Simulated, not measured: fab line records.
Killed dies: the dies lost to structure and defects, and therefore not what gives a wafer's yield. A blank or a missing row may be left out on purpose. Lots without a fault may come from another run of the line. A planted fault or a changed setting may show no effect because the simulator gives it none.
Split-lot study :: flow n5-finfet :: 21 wafers read across 7 lots, on a route 1938 steps long

SPLIT DETAILS
At N5_BEOL_M3_TRENCH_ETCH_37 (etches SiOC in C4F6/O2, target depth 55.555 nm, time 29.2 s), the setting source-w was moved away from the recipe's 355 W on 9 of the 21 wafers read, by -16.6% to -5.2%. All remaining wafers had this setting at the recipe value.

Reading taken at the split's own step.

THE READING
rf-vpp-V, in V, at N5_BEOL_M3_TRENCH_ETCH_37 (etches SiOC in C4F6/O2, target depth 55.555 nm, time 29.2 s). A value of 669 V with a standard deviation of 8.8 V is what fault-free wafers of this fab line usually give.

wafer: L078.1
tool, chamber at the split: rie-diel-03, 1
source-w as run, W: 355
against the recipe: recipe
rf-vpp-V, V: 671
against lot-mates on the recipe: -

wafer: L078.3
tool, chamber at the split: rie-diel-03, 3
source-w as run, W: 302
against the recipe: -14.9%
rf-vpp-V, V: 716
against lot-mates on the recipe: +40

wafer: L078.4
tool, chamber at the split: rie-diel-03, 0
source-w as run, W: 355
against the recipe: recipe
rf-vpp-V, V: 682
against lot-mates on the recipe: -

wafer: L079.2
tool, chamber at the split: rie-diel-06, 3
source-w as run, W: 336.6
against the recipe: -5.2%
rf-vpp-V, V: 692
against lot-mates on the recipe: +28

wafer: L079.5
tool, chamber at the split: rie-diel-06, 0
source-w as run, W: 355
against the recipe: recipe
rf-vpp-V, V: 664
against lot-mates on the recipe: -

wafer: L079.6
tool, chamber at the split: rie-diel-06, 1
source-w as run, W: 336.6
against the recipe: -5.2%
rf-vpp-V, V: 673
against lot-mates on the recipe: +9

wafer: L081.3
tool, chamber at the split: rie-diel-01, 2
source-w as run, W: 296.2
against the recipe: -16.6%
rf-vpp-V, V: 742
against lot-mates on the recipe: +72

wafer: L081.5
tool, chamber at the split: rie-diel-01, 1
source-w as run, W: 355
against the recipe: recipe
rf-vpp-V, V: 664
against lot-mates on the recipe: -

wafer: L081.6
tool, chamber at the split: rie-diel-01, 2
source-w as run, W: 355
against the recipe: recipe
rf-vpp-V, V: 675
against lot-mates on the recipe: -

wafer: L083.3
tool, chamber at the split: rie-diel-06, 0
source-w as run, W: 325.8
against the recipe: -8.2%
rf-vpp-V, V: 694
against lot-mates on the recipe: +40

wafer: L083.4
tool, chamber at the split: rie-diel-06, 3
source-w as run, W: 325.8
against the recipe: -8.2%
rf-vpp-V, V: 705
against lot-mates on the recipe: +51

wafer: L083.5
tool, chamber at the split: rie-diel-06, 1
source-w as run, W: 355
against the recipe: recipe
rf-vpp-V, V: 654
against lot-mates on the recipe: -

wafer: L085.3
tool, chamber at the split: rie-diel-03, 0
source-w as run, W: 355
against the recipe: recipe
rf-vpp-V, V: 682
against lot-mates on the recipe: -

wafer: L085.4
tool, chamber at the split: rie-diel-03, 2
source-w as run, W: 319.8
against the recipe: -9.9%
rf-vpp-V, V: 694
against lot-mates on the recipe: +12

wafer: L085.5
tool, chamber at the split: rie-diel-03, 3
source-w as run, W: 319.8
against the recipe: -9.9%
rf-vpp-V, V: 695
against lot-mates on the recipe: +13

wafer: L090.1
tool, chamber at the split: rie-diel-03, 0
source-w as run, W: 355
against the recipe: recipe
rf-vpp-V, V: 683
against lot-mates on the recipe: -

wafer: L090.3
tool, chamber at the split: rie-diel-03, 1
source-w as run, W: 355
against the recipe: recipe
rf-vpp-V, V: 671
against lot-mates on the recipe: -

wafer: L090.4
tool, chamber at the split: rie-diel-03, 3
source-w as run, W: 355
against the recipe: recipe
rf-vpp-V, V: 659
against lot-mates on the recipe: -

wafer: L095.4
tool, chamber at the split: rie-diel-06, 2
source-w as run, W: 316.9
against the recipe: -10.7%
rf-vpp-V, V: 714
against lot-mates on the recipe: +50

wafer: L095.5
tool, chamber at the split: rie-diel-06, 1
source-w as run, W: 355
against the recipe: recipe
rf-vpp-V, V: 654
against lot-mates on the recipe: -

wafer: L095.6
tool, chamber at the split: rie-diel-06, 2
source-w as run, W: 355
against the recipe: recipe
rf-vpp-V, V: 674
against lot-mates on the recipe: -

FIT RESULTS
A straight line over all 21 wafers: rf-vpp-V changes by -3.59 V for each +1% of source-w; r = -0.90; the points scatter about the line by 10 V.
The same after taking each lot's own level away (the mean of its wafers on the recipe; 21 wafers): -3.51 V for each +1%; r = -0.85; scatter 12 V.
The reading moves by 58 V for the largest change in source-w, on that fit.
Across the lots, their own levels run from 654.0 to 682.0 V, a range of 3.2 times the standard deviation given above.
The two slopes agree, so the slope changes little with the lot-to-lot level.
Check: with one of the wafers moved furthest among these (-16.6%) left out of the fit, the line predicts +52.4 V for it against its lot-mates. Against them it came out at +72.5 V.
Tool readings at the split's step, against how far the setting was moved: rf-vpp-V r = -0.90.

FILE'S OWN FIT
rf-vpp-V changes by -3.62 V for each +1% of source-w, r = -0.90.
